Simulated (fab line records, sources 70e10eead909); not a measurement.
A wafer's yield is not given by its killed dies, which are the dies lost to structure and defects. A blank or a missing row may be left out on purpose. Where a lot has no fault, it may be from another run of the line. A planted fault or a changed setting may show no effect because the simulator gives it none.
Matching of chambers	flow nandHarc	NHARC_P_CONTACT_CMP_01 on cmp-01 has 4 sister chambers
The step polishes SiO2, target thk 200 nm. 8 wafers are shown with their chamber, then 8 later ones without.

WAFERS PAIRED WITH THEIR CHAMBERS
wafer	chamber	motorCurrentA (A)	padLifeWafers
L081.2	0	10.9	354
L085.2	2	8.7	123
L085.4	3	12.5	120
L086.3	3	12.4	157
L086.4	1	10.1	159
L087.3	2	8.5	183
L087.4	1	10.1	182
L088.3	0	10.6	230

WAFERS WHOSE CHAMBER IS MISSING
wafer	motorCurrentA (A)	padLifeWafers
L088.4	12.8	229
L090.2	12.5	343
L090.3	10.3	345
L093.4	9.1	80
L096.2	11.5	230
L096.3	10.6	231
L097.1	12.3	246
L097.2	8.7	249

THE CHAMBER EACH PASSED THROUGH
wafer	from the rows above	in truth
L088.4	3	3
L090.2	3	3
L090.3	can't be placed: 0 or 1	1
L093.4	2	2
L096.2	can't be placed: 0 or 3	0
L096.3	0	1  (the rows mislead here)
L097.1	3	3
L097.2	2	2
Correct placement for 5 of the 8. Unplaceable from these rows: 2, with the true chamber sitting among the candidates in 2. 1 placed wrongly.
How it was worked out, from the rows above alone: a wafer's distance from a chamber is the root of the sum, over the readings, of the square of ((its reading less the chamber's mean) divided by the reading's scatter). If the next closest chamber is less than 2 further off than the closest, the wafer can't be placed; otherwise it belongs to the closest. The mean given for a chamber averages the wafers shown for that chamber. The scatter is the square root of a quotient: the sum, over the shown wafers, of each reading's squared deviation from its chamber's mean, divided by wafers minus chambers.
